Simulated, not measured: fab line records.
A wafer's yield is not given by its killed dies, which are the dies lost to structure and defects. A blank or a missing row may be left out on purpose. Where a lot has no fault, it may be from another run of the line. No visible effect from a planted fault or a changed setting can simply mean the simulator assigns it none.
A struck lot beside a sound one :: flow n5 finfet :: 18 steps out of a route of 1938
Sound: the wafers L752.1, L752.5, L752.6. Wafers L748.1, L748.3, L748.5 were the ones struck. The cause is named last.
Each step with rows lists, per side, the tool, then ch with its chambers, then its first start. Under that, the readings that differ: sound wafers :: struck wafers :: difference of the means :: sigmas: that difference in standard deviations of wafers without a fault.
alike: same words and numbers on both sides, and readings whose means sit less than 2 such deviations apart. not compared: any withheld reading, any reading some wafer has no value for, any bound like >300 that may hide the same value, and any number with overlapping values for which the record gives no deviation.
Wherever a step has rows on one side only, a row that says differs or no value, or a row with sigmas, the two part there. Non-overlapping numbers with no deviation appear without sigmas and do not part them. A reading that every wafer of one side lacks parts them only if that side has two wafers or more.

N5_START_INSPECT_01: inspects for defects (unpatterned scan).
  sound: defect inspect-02 at day 6 18:02; struck: defect inspect-02 at day 5 18:02
  alike: raw defect count
then, 2 steps without rows for these wafers: N5_ZERO_LAYER_PRECLEAN_00 (cleans in SPM, time 600 s); N5_ZERO_LAYER_SRD_01 (time 30 s, dry time 30 s).
N5_ZERO_LAYER_PECVD_02: deposits SiO2 from SiH4/N2O, target thk 10 nm, time 6 s.
  sound on pecvd-02 ch 0,2, day 6 18:17; struck on pecvd-01 ch 1,2, day 5 18:17
  alike: chamber pressure Torr, heater power w, showerhead plenum p Torr
then, 4 steps without rows for these wafers: N5_ZERO_LAYER_HMDS_04 (time 60 s); N5_ZERO_LAYER_COAT_05 (resist thk 1000 nm); N5_ZERO_LAYER_EBR_07; N5_ZERO_LAYER_SOFTBAKE_06 (time 90 s).
N5_ZERO_LAYER_EXPOSE_08: exposes mask ZERO, defocus 0 nm, target cd 2000 nm.
  sound on krf scanner-02 ch 0, day 6 18:28; struck on krf scanner-01 ch 0, day 5 18:28
reading: exposure dose mJ cm2
sound: 16.182 16.200 16.177
struck: 15.444 15.435 15.444
difference: -0.745
sigmas: -50
  alike: mask
then, 3 steps without rows for these wafers: N5_ZERO_LAYER_PEB_09; N5_ZERO_LAYER_DEVELOP_10 (develop time 60 s); N5_ZERO_LAYER_HARDBAKE_23 (time 120 s).
N5_ZERO_LAYER_CD_MEAS_11: target cd 2000 nm.
  sound on cd sem-02 ch 0, day 6 18:38; struck on cd sem-02 ch 0, day 5 18:39
reading: cd nm (nm)
sound: 2003.6 2002.1 2002.0
struck: 1991.8 1992.6 1992.6
difference: -10.2
sigmas: -6
N5_ZERO_LAYER_DESCUM_16: chemistry O2, time 7.9 s.
  sound on rie diel-01 ch 0,1, day 6 18:41; struck on rie diel-04 ch 0,1,2, day 5 18:46
reading: model.ZERO_LAYER.cd nm (nm)
sound: 2003 2002 2002
struck: 1992 1993 1993
difference: -10
sigmas: 
  alike: drypump motor current A, oes product au, rf vpp V, showerhead plenum p Torr, throttle valve pct
  not compared: rf hours counter h
N5_ZERO_LAYER_ETCH_17: etches SiO2 in CF4, target depth 12 nm, time 13.3 s.
  sound on rie diel-01 ch 0,1, day 6 18:43; struck on rie diel-04 ch 0,1,2, day 5 18:48
  alike: drypump motor current A, oes product au, rf vpp V, showerhead plenum p Torr, throttle valve pct
  not compared: rf hours counter h
N5_ZERO_LAYER_ETCH_18: etches Si in HBr/Cl2, target depth 120 nm, time 40 s.
  sound on rie si-01 ch 0,2,3, day 6 18:47; struck on rie si-04 ch 0,2, day 5 18:52
reading: drypump motor current A (A)
sound: 5.1 5.9 5.1
struck: 6.7 5.7 6.7
difference: +1.0
sigmas: +2

reading: model.ZERO_LAYER.cd nm (nm)
sound: 2003 2002 2002
struck: 1992 1993 1993
difference: -10
sigmas: 
  alike: oes product au, throttle valve pct
  not compared: rf hours counter h
N5_ZERO_LAYER_STRIP_24: strips in O2.
  sound on plasma asher-02 ch 0,1, day 6 18:53; struck on plasma asher-02 ch 0,1, day 5 18:58
  alike: drypump motor current A, heater power w, oes product au, strip time to endpoint s
  not compared: rf hours counter h
-- record jumps: 7 days separate the struck wafers' starts on either side; left off in module ZERO_LAYER, taken up again in module BEOL_M4, whose first shown step is the route's number 1111 --
N5_BEOL_M4_RC_MEAS_101:
  sound on prober-01 ch 0, day 13 16:14; struck on prober-02 ch 0, day 12 11:20
  alike: DIBL_N, DIBL_P, IOFF_N, IOFF_P, ION_N, ION_P, SS_N, SS_P, VT_N, VT_P

WHERE THEY PART
Last at N5_ZERO_LAYER_ETCH_18 as far as this record goes, first at N5_ZERO_LAYER_EXPOSE_08. Later steps at which nothing parts them and some readings are alike: N5_ZERO_LAYER_STRIP_24, N5_BEOL_M4_RC_MEAS_101.

WHY: what the simulator had put in
Process parameter drift: krf scanner-01, from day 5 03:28 on, at N5_ZERO_LAYER_EXPOSE_08. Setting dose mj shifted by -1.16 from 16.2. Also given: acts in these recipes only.
